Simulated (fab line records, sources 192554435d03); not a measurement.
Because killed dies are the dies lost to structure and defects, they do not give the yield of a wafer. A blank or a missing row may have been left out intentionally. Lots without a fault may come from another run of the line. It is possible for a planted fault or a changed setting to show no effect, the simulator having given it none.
Split-lot trial | flow n5 finfet | 7 lots, 39 wafers read, on a route of 1938 steps

## THE SPLIT ITSELF
At N5_SPACER0_ALD_00 (deposits SiOCN, target thk 3.5 nm, pulse time 3 s, purge time 2 s), the setting ald cycles was moved away from the recipe's 58 on 6 of the 39 wafers read, by -25.9% to +20.7%. For the rest of the wafers, this setting stayed at what the recipe calls for.

Reading taken at the split's own step.

## THE READING
SiOCN_of_SPACER0_ALD_00.thk nm (the simulator's own value, which no gauge read), in nm, at N5_SPACER0_ALD_00 (deposits SiOCN, target thk 3.5 nm, pulse time 3 s, purge time 2 s). The file gives no usual value for it. Average 3.5 nm, standard deviation 0.098 nm, over the 33 wafers here run with the recipe.

wafer  | tool, chamber at the split | ald cycles as run | against the recipe | SiOCN_of_SPACER0_ALD_00.thk nm, nm | against lot-mates on the recipe
L076.1 | ald sin-02, 2              | 58                | recipe             | 3.4                                | -
L076.4 | ald sin-02, 3,1            | 58                | recipe             | 3.6                                | -
L076.5 | ald sin-02, 3,1            | 58                | recipe             | 3.6                                | -
L077.1 | ald sin-02, 3,2            | 58                | recipe             | 3.6                                | -
L077.4 | ald sin-02, 3,2            | 58                | recipe             | 3.6                                | -
L077.2 | ald sin-02, 0,1,3          | 70                | +20.7%             | 4.2                                | +0.7
L077.3 | ald sin-02, 0,1,3          | 70                | +20.7%             | 4.2                                | +0.7
L077.6 | ald sin-02, 0,1,3          | 70                | +20.7%             | 4.2                                | +0.7
L077.5 | ald sin-02, 0              | 58                | recipe             | 3.4                                | -
L078.1 | ald sin-03, 0,1            | 58                | recipe             | 3.6                                | -
L078.6 | ald sin-03, 0,1            | 58                | recipe             | 3.6                                | -
L078.2 | ald sin-03, 2,3,0          | 43                | -25.9%             | 2.6                                | -0.9
L078.4 | ald sin-03, 2,3,0          | 43                | -25.9%             | 2.6                                | -0.9
L078.5 | ald sin-03, 2,3,0          | 43                | -25.9%             | 2.6                                | -0.9
L078.3 | ald sin-03, 1              | 58                | recipe             | 3.4                                | -
L079.1 | ald sin-03, 3,0,1,1        | 58                | recipe             | 3.4                                | -
L079.2 | ald sin-03, 3,0,1,1        | 58                | recipe             | 3.4                                | -
L079.4 | ald sin-03, 3,0,1,1        | 58                | recipe             | 3.4                                | -
L079.5 | ald sin-03, 3,0,1,1        | 58                | recipe             | 3.4                                | -
L079.3 | ald sin-03, 2,0            | 58                | recipe             | 3.6                                | -
L079.6 | ald sin-03, 2,0            | 58                | recipe             | 3.6                                | -
L086.1 | ald sin-02, 0,3,2          | 58                | recipe             | 3.4                                | -
L086.4 | ald sin-02, 0,3,2          | 58                | recipe             | 3.4                                | -
L086.5 | ald sin-02, 0,3,2          | 58                | recipe             | 3.4                                | -
L086.2 | ald sin-02, 2,1,3          | 58                | recipe             | 3.6                                | -
L086.3 | ald sin-02, 2,1,3          | 58                | recipe             | 3.6                                | -
L086.6 | ald sin-02, 2,1,3          | 58                | recipe             | 3.6                                | -
L088.1 | ald sin-01, 0,2,1          | 58                | recipe             | 3.6                                | -
L088.2 | ald sin-01, 0,2,1          | 58                | recipe             | 3.6                                | -
L088.3 | ald sin-01, 0,2,1          | 58                | recipe             | 3.6                                | -
L088.4 | ald sin-01, 3,1,2          | 58                | recipe             | 3.4                                | -
L088.5 | ald sin-01, 3,1,2          | 58                | recipe             | 3.4                                | -
L088.6 | ald sin-01, 3,1,2          | 58                | recipe             | 3.4                                | -
L091.1 | ald sin-01, 0,1,2,3,3,2    | 58                | recipe             | 3.6                                | -
L091.2 | ald sin-01, 0,1,2,3,3,2    | 58                | recipe             | 3.6                                | -
L091.3 | ald sin-01, 0,1,2,3,3,2    | 58                | recipe             | 3.6                                | -
L091.4 | ald sin-01, 0,1,2,3,3,2    | 58                | recipe             | 3.6                                | -
L091.5 | ald sin-01, 0,1,2,3,3,2    | 58                | recipe             | 3.6                                | -
L091.6 | ald sin-01, 0,1,2,3,3,2    | 58                | recipe             | 3.6                                | -
Where a row lists several chambers, the file gives one row for several wafers and doesn't say which wafer went through which chamber.

THE FIT
A straight line over all 39 wafers: SiOCN_of_SPACER0_ALD_00.thk nm changes by +0.0345 nm for each +1% of ald cycles; r = +0.96; the points scatter about the line by 0.093 nm.
The same after taking each lot's own level away (the mean of its wafers on the recipe; 39 wafers): +0.0345 nm for each +1%; r = +0.97; scatter 0.084 nm.
Per that fit: largest ald cycles move, reading shift of 0.89 nm.
Across the lots, their own levels run from 3.47 to 3.60 nm, a range of 1.4 times the standard deviation given above.
The two slopes are in agreement: the lot-to-lot level therefore moves the slope only a little.
Check: with one of the wafers moved furthest among these (-25.9%) left out of the fit, the line predicts -0.891 nm for it against its lot-mates. Against them it came out at -0.933 nm.

## FURTHER SPLITS ON THESE WAFERS
Note: prior to the reading, these wafers also went through further splits. Each is held against what the fit with the lots' levels taken away leaves over:
other split on the same wafers        | wafers away from the commonest value | r with SiOCN_of_SPACER0_ALD_00.thk nm (lot level and that fit taken away)
N5_FIN_SAQP_SPACER1_ALD_24 ald cycles | 15                                   | -0.10

## THE FILE'S OWN FIT
SiOCN_of_SPACER0_ALD_00.thk nm changes by +0.0346 nm for each +1% of ald cycles, r = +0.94.
